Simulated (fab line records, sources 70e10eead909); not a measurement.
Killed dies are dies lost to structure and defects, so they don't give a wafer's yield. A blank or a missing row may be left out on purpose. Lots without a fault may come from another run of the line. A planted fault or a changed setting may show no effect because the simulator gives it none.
Chamber matching | flow nand_harc | NHARC_A_STAIRCASE_TRIM_187 on rie_diel-07: 4 sister chambers
The step chemistry O2, time 211.2 s. 14 wafers are shown with their chamber, then 7 later ones without.

WAFERS WITH THEIR CHAMBER
wafer  | chamber | showerhead_plenum_p_Torr (Torr) | throttle_valve_pct (%) | rf_vpp_V (V)
L074.2 | 0       | 3.73                            | 17.042                 | 58.4
L074.3 | 2       | 3.50                            | 17.040                 | 58.4
L074.6 | 2       | 3.50                            | 17.036                 | 57.7
L076.1 | 1       | 3.46                            | 17.031                 | 58.0
L076.3 | 0       | 3.72                            | 17.036                 | 58.3
L076.4 | 3       | 3.41                            | 17.033                 | 58.2
L080.4 | 1       | 3.45                            | 17.026                 | 57.6
L080.5 | 2       | 3.49                            | 17.047                 | 58.3
L080.6 | 0       | 3.72                            | 17.031                 | 58.0
L084.1 | 1       | 3.45                            | 17.027                 | 57.3
L084.3 | 0       | 3.71                            | 17.035                 | 58.9
L084.5 | 3       | 3.40                            | 17.040                 | 57.1
L087.1 | 3       | 3.39                            | 17.050                 | 57.2
L087.3 | 2       | 3.48                            | 17.030                 | 56.5

SIGNATURES (means of the wafers above)
reading                  | chamber 0 | chamber 1 | chamber 2 | chamber 3 | scatter within a chamber
showerhead_plenum_p_Torr | 3.7200    | 3.4533    | 3.4925    | 3.4000    | 0.00861
throttle_valve_pct       | 17.03600  | 17.02800  | 17.03825  | 17.04100  | 0.00612
rf_vpp_V                 | 58.400    | 57.633    | 57.725    | 57.500    | 0.608
Rule: a wafer's distance from a chamber is the root of the sum, over the readings, of the square of ((its reading less the chamber's mean) divided by the reading's scatter). The wafer belongs to the nearest chamber; if the next one is less than 2 further off, it can't be placed. The scatter: the root of (the sum of the squares of (reading less its chamber's mean) over the shown wafers, divided by (wafers less chambers)).

WAFERS WITHOUT THEIR CHAMBER
wafer  | showerhead_plenum_p_Torr (Torr) | throttle_valve_pct (%) | rf_vpp_V (V)
L087.6 | 3.39                            | 17.025                 | 56.9
L087.2 | 3.71                            | 17.032                 | 58.4
L087.4 | 3.44                            | 17.048                 | 56.0
L087.5 | 3.71                            | 17.047                 | 59.0
L097.2 | 3.43                            | 17.033                 | 58.9
L097.3 | 3.46                            | 17.016                 | 58.0
L097.5 | 3.46                            | 17.040                 | 58.7

WHICH CHAMBER EACH WENT THROUGH
wafer  | from the rows above     | in truth
L087.6 | 3                       | 3
L087.2 | 0                       | 0
L087.4 | can't be placed: 1 or 3 | 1
L087.5 | 0                       | 0
L097.2 | can't be placed: 1 or 3 | 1
L097.3 | 1                       | 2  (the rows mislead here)
L097.5 | can't be placed: 1 or 2 | 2
Placed correctly: 3 of 7. Can't be placed from these rows: 3 (the true chamber is among the candidates in 3). Placed wrongly: 1.
